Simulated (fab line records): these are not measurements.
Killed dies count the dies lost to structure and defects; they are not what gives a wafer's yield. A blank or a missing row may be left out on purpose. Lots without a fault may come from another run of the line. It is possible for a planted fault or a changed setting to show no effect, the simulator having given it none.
Problem report, 8D (eight disciplines) form, completed by code / flow n5_finfet / the parts of the form that need people (team, actions taken, sign-off) are left out

## 1. WHAT IS WRONG
Mean of etch_rf_on_time_s at N5_BEOL_M8_ETCH_61: 92.6 s across 3 wafers in 2 lots; on wafers with no fault it is 75.9 s (standard deviation 1.7). Measured from the usual mean, that is +9.8 standard deviations.
The step: etches SiARC in CF4, target depth 45.5 nm, time 75.8 s.
Earliest sighting: wafer L121.3 on rie_diel-03 at day 11 05:11. Wafers with a number at this step in the record: 32, from 11 lots. Rule for "out", or "out of limits": more than 4 standard deviations from the usual mean. All remaining wafers that have a number are taken as sound.

## 2. WHAT THIS IS AND IS NOT
question=which readings at this step | is=etch_rf_on_time_s | is not=drypump_motor_current_A, rf_vpp_V, showerhead_plenum_p_Torr, throttle_valve_pct
question=which lots | is=L121, L123 | is not=L113, L116, L117, L119, L120, L122, L133, L134, L135
question=which wafers of those lots | is=L121.3, L121.6, L123.6 | is not=L121.1, L123.5
question=read on which tools | is=rie_diel-03 | is not=rie_diel-04, rie_diel-05
question=when | is=from day 11 05:11 | is not=up to then (19 sound wafers); but 10 sound wafers of L123, L133, L134, L135 came after

## 3. SUSPECTS, AND WHAT RULES EACH OUT
Counting: any tool at a process step up to the reading remains a suspect provided it ran every lot that is out. Sound lots after the first of them don't rule it out here, since some wafers of a struck lot are sound.
- rie_diel-03 at N5_BEOL_M8_ETCH_61 (etches SiARC in CF4, target depth 45.5 nm, time 75.8 s): kept. Ran every lot that is out, first one L121 (day 11 05:11); last sound lot up to then L120 (day 11 02:27). On those wafers its own readings are out: etch_rf_on_time_s.
Remaining after the count: rie_diel-03 at N5_BEOL_M8_ETCH_61.

## 4. THE CAUSE (what the simulator had put in)
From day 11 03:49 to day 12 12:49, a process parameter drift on rie_diel-03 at N5_BEOL_M8_ETCH_61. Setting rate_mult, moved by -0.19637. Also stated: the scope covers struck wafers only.
This tool alone remained once counting was done.

## 5. THE CHAIN OF EFFECTS, in route order
Rows list readings where the struck wafers' mean (over those with a number) sits beyond 3 standard deviations from the usual. Only readings for which the record gives a usual standard deviation are gone through. hours: the time from each lot's start at the first step in this table that gives one to its start at this step, as a median over the lots. sigmas: the change in usual standard deviations.
hours=0; step=N5_BEOL_M8_ETCH_61; reading=etch_rf_on_time_s; usual=75.9 s; on struck wafers=92.6; change=+16.7; sigmas=+9.8
Here are the process steps it includes:
- N5_BEOL_M8_ETCH_61: etches SiARC in CF4, target depth 45.5 nm, time 75.8 s.
At these later measuring or inspecting steps, every struck wafer for which the step has a row has a number for every such reading, and none has moved that far: N5_BEOL_M8_CD_MEAS_18.

## 6. WHAT WOULD HAVE CAUGHT IT SOONER
In this record the first reading out of limits was taken at day 11 05:11, 1 hour after the fault began at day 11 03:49.
